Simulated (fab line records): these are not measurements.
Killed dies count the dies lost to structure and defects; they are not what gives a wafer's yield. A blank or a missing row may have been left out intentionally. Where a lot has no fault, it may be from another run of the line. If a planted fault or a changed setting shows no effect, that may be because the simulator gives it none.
Matching of chambers :: flow n5-finfet :: pecvd-02 running N5_BEOL_M11_PECVD_70: 3 sister chambers
The step deposits SiO2 from TEOS/O2, target thk 20 nm, time 22.7 s. 20 wafers are shown with their chamber, then 10 later ones without.

## WAFERS PAIRED WITH THEIR CHAMBERS
wafer: L075.1
chamber: 0
throttle-valve-pct (%): 23.9
heater-power-w (W): 812
showerhead-plenum-p-Torr (Torr): 8.81

wafer: L075.3
chamber: 2
throttle-valve-pct (%): 21.5
heater-power-w (W): 626
showerhead-plenum-p-Torr (Torr): 8.77

wafer: L075.6
chamber: 1
throttle-valve-pct (%): 22.1
heater-power-w (W): 654
showerhead-plenum-p-Torr (Torr): 8.72

wafer: L077.2
chamber: 0
throttle-valve-pct (%): 24.1
heater-power-w (W): 826
showerhead-plenum-p-Torr (Torr): 8.82

wafer: L077.3
chamber: 2
throttle-valve-pct (%): 21.6
heater-power-w (W): 655
showerhead-plenum-p-Torr (Torr): 8.75

wafer: L077.6
chamber: 1
throttle-valve-pct (%): 22.1
heater-power-w (W): 553
showerhead-plenum-p-Torr (Torr): 8.78

wafer: L078.2
chamber: 0
throttle-valve-pct (%): 23.8
heater-power-w (W): 834
showerhead-plenum-p-Torr (Torr): 8.83

wafer: L078.3
chamber: 1
throttle-valve-pct (%): 22.1
heater-power-w (W): 614
showerhead-plenum-p-Torr (Torr): 8.74

wafer: L078.5
chamber: 0
throttle-valve-pct (%): 24.0
heater-power-w (W): 824
showerhead-plenum-p-Torr (Torr): 8.81

wafer: L079.1
chamber: 2
throttle-valve-pct (%): 21.5
heater-power-w (W): 694
showerhead-plenum-p-Torr (Torr): 8.74

wafer: L079.4
chamber: 1
throttle-valve-pct (%): 22.0
heater-power-w (W): 639
showerhead-plenum-p-Torr (Torr): 8.73

wafer: L079.6
chamber: 2
throttle-valve-pct (%): 21.4
heater-power-w (W): 678
showerhead-plenum-p-Torr (Torr): 8.77

wafer: L083.1
chamber: 0
throttle-valve-pct (%): 23.8
heater-power-w (W): 790
showerhead-plenum-p-Torr (Torr): 8.84

wafer: L083.3
chamber: 1
throttle-valve-pct (%): 22.1
heater-power-w (W): 586
showerhead-plenum-p-Torr (Torr): 8.73

wafer: L083.6
chamber: 1
throttle-valve-pct (%): 22.2
heater-power-w (W): 608
showerhead-plenum-p-Torr (Torr): 8.77

wafer: L085.4
chamber: 1
throttle-valve-pct (%): 22.2
heater-power-w (W): 630
showerhead-plenum-p-Torr (Torr): 8.75

wafer: L085.5
chamber: 0
throttle-valve-pct (%): 24.4
heater-power-w (W): 839
showerhead-plenum-p-Torr (Torr): 8.81

wafer: L085.6
chamber: 2
throttle-valve-pct (%): 21.7
heater-power-w (W): 700
showerhead-plenum-p-Torr (Torr): 8.76

wafer: L091.1
chamber: 1
throttle-valve-pct (%): 22.1
heater-power-w (W): 602
showerhead-plenum-p-Torr (Torr): 8.72

wafer: L091.3
chamber: 2
throttle-valve-pct (%): 21.7
heater-power-w (W): 600
showerhead-plenum-p-Torr (Torr): 8.77

SIGNATURES (means of the wafers above)
reading: throttle-valve-pct
chamber 0: 24.000
chamber 1: 22.113
chamber 2: 21.567
scatter within a chamber: 0.146

reading: heater-power-w
chamber 0: 820.83
chamber 1: 610.75
chamber 2: 658.83
scatter within a chamber: 31.2

reading: showerhead-plenum-p-Torr
chamber 0: 8.8200
chamber 1: 8.7425
chamber 2: 8.7600
scatter within a chamber: 0.0174
Rule: for a wafer and a chamber, the distance is found by dividing, reading by reading, the gap between the wafer's reading and the chamber's mean by the reading's scatter, squaring, summing and taking the root. If the next closest chamber is less than 2 further off than the closest, the wafer can't be placed; otherwise it belongs to the closest. The scatter: the root of (the sum of the squares of (reading less its chamber's mean) over the shown wafers, divided by (wafers less chambers)).

## WAFERS WITHOUT THEIR CHAMBER
wafer: L091.5
throttle-valve-pct (%): 21.7
heater-power-w (W): 596
showerhead-plenum-p-Torr (Torr): 8.79

wafer: L093.1
throttle-valve-pct (%): 24.3
heater-power-w (W): 726
showerhead-plenum-p-Torr (Torr): 8.80

wafer: L093.3
throttle-valve-pct (%): 21.8
heater-power-w (W): 685
showerhead-plenum-p-Torr (Torr): 8.77

wafer: L093.4
throttle-valve-pct (%): 22.2
heater-power-w (W): 559
showerhead-plenum-p-Torr (Torr): 8.74

wafer: L095.2
throttle-valve-pct (%): 21.9
heater-power-w (W): 699
showerhead-plenum-p-Torr (Torr): 8.76

wafer: L095.3
throttle-valve-pct (%): 22.3
heater-power-w (W): 661
showerhead-plenum-p-Torr (Torr): 8.75

wafer: L095.5
throttle-valve-pct (%): 24.3
heater-power-w (W): 750
showerhead-plenum-p-Torr (Torr): 8.82

wafer: L094.1
throttle-valve-pct (%): 21.9
heater-power-w (W): 687
showerhead-plenum-p-Torr (Torr): 8.75

wafer: L094.5
throttle-valve-pct (%): 24.2
heater-power-w (W): 803
showerhead-plenum-p-Torr (Torr): 8.81

wafer: L094.6
throttle-valve-pct (%): 22.0
heater-power-w (W): 533
showerhead-plenum-p-Torr (Torr): 8.73

## WHICH CHAMBER EACH WENT THROUGH
wafer: L091.5
from the rows above: can't be placed: 2 or 1
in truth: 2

wafer: L093.1
from the rows above: 0
in truth: 0

wafer: L093.3
from the rows above: can't be placed: 2 or 1
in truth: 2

wafer: L093.4
from the rows above: 1
in truth: 1

wafer: L095.2
from the rows above: can't be placed: 2 or 1
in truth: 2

wafer: L095.3
from the rows above: 1
in truth: 1

wafer: L095.5
from the rows above: 0
in truth: 0

wafer: L094.1
from the rows above: can't be placed: 2 or 1
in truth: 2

wafer: L094.5
from the rows above: 0
in truth: 0

wafer: L094.6
from the rows above: 1
in truth: 1
Correct placement for 6 of the 10. Can't be placed from these rows: 4 (the true chamber is among the candidates in 4). Placed wrongly: 0.
